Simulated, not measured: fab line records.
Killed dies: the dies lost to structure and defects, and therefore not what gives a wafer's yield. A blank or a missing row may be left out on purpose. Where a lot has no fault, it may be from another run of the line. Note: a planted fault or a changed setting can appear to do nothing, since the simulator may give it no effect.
Matching of chambers | flow n5Finfet | rieDiel-04 running N5_GATE_CUT_STRIP_59: 4 sister chambers
The step strips in N2/H2, time 20 s. 4 wafers are shown with their chamber, then 10 later ones without.

EACH WAFER AND ITS CHAMBER
wafer  | chamber | showerheadPlenumPTorr (Torr)
L086.5 | 3       | 3.20
L091.2 | 1       | 3.28
L092.1 | 0       | 3.50
L092.3 | 2       | 3.51

WAFERS WITH NO CHAMBER GIVEN
wafer  | showerheadPlenumPTorr (Torr)
L092.4 | 3.60
L094.1 | 3.50
L094.2 | 3.51
L094.6 | 3.51
L095.2 | 3.60
L095.3 | 3.51
L095.5 | 3.50
L097.1 | 3.60
L097.4 | 3.28
L097.6 | 3.50

EACH ONE'S CHAMBER
wafer  | from the rows above     | in truth
L092.4 | can't be placed: 2 or 0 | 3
L094.1 | can't be placed: 0 or 2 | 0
L094.2 | can't be placed: 2 or 0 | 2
L094.6 | can't be placed: 2 or 0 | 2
L095.2 | can't be placed: 2 or 0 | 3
L095.3 | can't be placed: 2 or 0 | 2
L095.5 | can't be placed: 0 or 2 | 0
L097.1 | can't be placed: 2 or 0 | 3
L097.4 | can't be placed: 1 or 3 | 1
L097.6 | can't be placed: 0 or 2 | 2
Placed correctly: 0 of 10. From these rows, 10 cannot be placed; in 7 the true chamber is one of the candidates. Number placed wrongly: 0.
How it was worked out, from the rows above alone: a wafer's distance from a chamber is the root of the sum, over the readings, of the square of ((its reading less the chamber's mean) divided by the reading's scatter). The wafer belongs to the nearest chamber; if the next one is less than 2 further off, it can't be placed. Each chamber's mean is taken over the wafers shown for it. The scatter: with one shown wafer a chamber, the root of the mean of the squares of how far each hidden wafer lies from its nearest shown one.
